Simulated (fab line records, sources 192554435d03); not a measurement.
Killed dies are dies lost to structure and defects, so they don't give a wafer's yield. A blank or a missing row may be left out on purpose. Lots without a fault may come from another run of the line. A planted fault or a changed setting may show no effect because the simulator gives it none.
One fault seen from 2 desks | flow n5_finfet | each desk has only its own numbers; what lay behind them comes last

THE METROLOGY DESK
What the gauges read, lot by lot, whatever tool the lot ran on: means of the sampled wafers that have a number. A lot is out of limits, marked OUT, if its mean lies more than 4 standard deviations from the usual mean; the brackets give that distance.
Columns: A = M14_THK at N5_BEOL_M14_THK_MEAS_50, usual 554 nm; B = M14_RS at N5_BEOL_M14_RS_MEAS_54, usual 0.0332 ohm/sq
lot  | first seen here | A   | B
L957 | day 15 16:04    | 550 | 0.0333
L955 | day 15 17:52    | 547 | 0.0338
L959 | day 16 09:06    | 558 | 0.0329
L962 | day 16 09:46    | 549 | 0.0332
L968 | day 18 12:08    | 549 | 0.0335
L969 | day 18 18:56    | 553 | 0.0333
This desk's finding: nothing out of limits on any of the 6 lots.

THE TOOL OWNER'S DESK: pecvd-03
The tool's own readings at N5_BEOL_M14_DEP_53 (deposits SiCN from 3MS/NH3, target thk 50 nm, time 17.8 s): means of the sampled wafers that have a number, for each lot that ran on this tool. A lot is out of limits, marked OUT, if its mean lies more than 4 standard deviations from the usual mean; the brackets give that distance.
Columns: A = showerhead_plenum_p_Torr at N5_BEOL_M14_DEP_53, usual 4.168 Torr; B = throttle_valve_pct at N5_BEOL_M14_DEP_53, usual 18.3 %
lot  | first seen here | A     | B
L957 | day 15 16:07    | 4.166 | 18.4
L959 | day 16 09:10    | 4.158 | 18.3
L962 | day 16 09:49    | 4.162 | 18.3
This desk's finding: nothing out of limits on any of the 3 lots.

PUT TOGETHER
The metrology desk saw nothing out of limits.
The tool owner's desk saw nothing out of limits.

WHAT THE SIMULATOR HAD PUT IN
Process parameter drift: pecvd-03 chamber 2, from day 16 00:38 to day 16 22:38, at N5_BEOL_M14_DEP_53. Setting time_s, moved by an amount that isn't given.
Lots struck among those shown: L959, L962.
